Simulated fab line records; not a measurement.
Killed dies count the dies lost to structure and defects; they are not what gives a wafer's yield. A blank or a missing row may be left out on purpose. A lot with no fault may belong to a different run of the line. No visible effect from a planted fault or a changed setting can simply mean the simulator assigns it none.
Struck lot and sound lot, side by side + flow nand harc + 12 out of 1302 route steps
Sound: these wafers, L786.2, L786.4, L786.5. The struck wafers were L783.1, L783.3, L783.5. The cause is named last.
Per side, at each step with rows, come the tool, then ch with its chambers, and then its first start. Under that, the readings that differ: sound wafers + struck wafers + difference of the means + sigmas: that difference in standard deviations of wafers without a fault.
alike: words and numbers the same on both sides, and readings whose means are apart by under 2 such deviations; not compared: readings that were withheld, readings missing a value for some wafer, numbers with overlapping values and no deviation given by the record, and bounds like >300 which may hide the same value.
Wherever a step has rows on one side only, a row that says differs or no value, or a row with sigmas, the two part there. Numbers that have no deviation but don't overlap get no sigmas and don't part them. A reading that every wafer of one side lacks parts them only if that side has two wafers or more.

NHARC_A_ZERO_WELL_INSPECT_17:
  struck on defect inspect-01, day 14 14:38; sound on defect inspect-01, day 16 11:11
  alike: raw defect count
then, 3 steps without rows for these wafers: NHARC_A_SOURCE_PLATE_PRECLEAN_00 (cleans in HF-LAST, time 60 s); NHARC_A_SOURCE_PLATE_SRD_01; NHARC_A_SOURCE_PLATE_OXIDE_02 (material SiO2, target thk 10 nm, ox time 1362 s).
NHARC_A_SOURCE_PLATE_THK_MEAS_09: measures by ellipsometry.
  struck on film metro-02, day 14 21:13; sound on film metro-01, day 16 17:59
  alike: thk nm
then, 3 steps without rows for these wafers: NHARC_A_SOURCE_PLATE_PVD_04 (deposits WSi2, target thk 50 nm); NHARC_A_SOURCE_PLATE_CVD_03 (deposits poly-Si, target thk 200 nm, time 4000 s); NHARC_A_SOURCE_PLATE_ANNEAL_05 (time 1800 s).
NHARC_A_SOURCE_PLATE_THK_MEAS_06: measures by ellipsometry.
  struck on film metro-01, day 15 10:25; sound on film metro-02, day 17 06:59
  alike: thk nm
NHARC_A_SOURCE_PLATE_INSPECT_08:
  struck on defect inspect-01, day 15 10:29; sound on defect inspect-01, day 17 07:04
  alike: raw defect count
NHARC_A_ONON_D1_DEP_00: target thk 1000 nm.
  sound on pecvd onon-02 ch 0, day 17 07:12; struck on pecvd onon-02, day 15 10:32
  no value came back on the struck wafers for n2 flow sccm (sccm), n2o flow sccm (sccm); on the sound wafers n2 flow sccm (sccm) reads 2759 2747 2762
NHARC_END_SORT_01:
  the record has rows for the sound wafers here (prober-01 ch 0, day 34 02:31) and none for the struck ones

WHERE THEY PART
At NHARC_A_ONON_D1_DEP_00 first; at NHARC_END_SORT_01 last (within this record only).

WHY: the cause the simulator had injected
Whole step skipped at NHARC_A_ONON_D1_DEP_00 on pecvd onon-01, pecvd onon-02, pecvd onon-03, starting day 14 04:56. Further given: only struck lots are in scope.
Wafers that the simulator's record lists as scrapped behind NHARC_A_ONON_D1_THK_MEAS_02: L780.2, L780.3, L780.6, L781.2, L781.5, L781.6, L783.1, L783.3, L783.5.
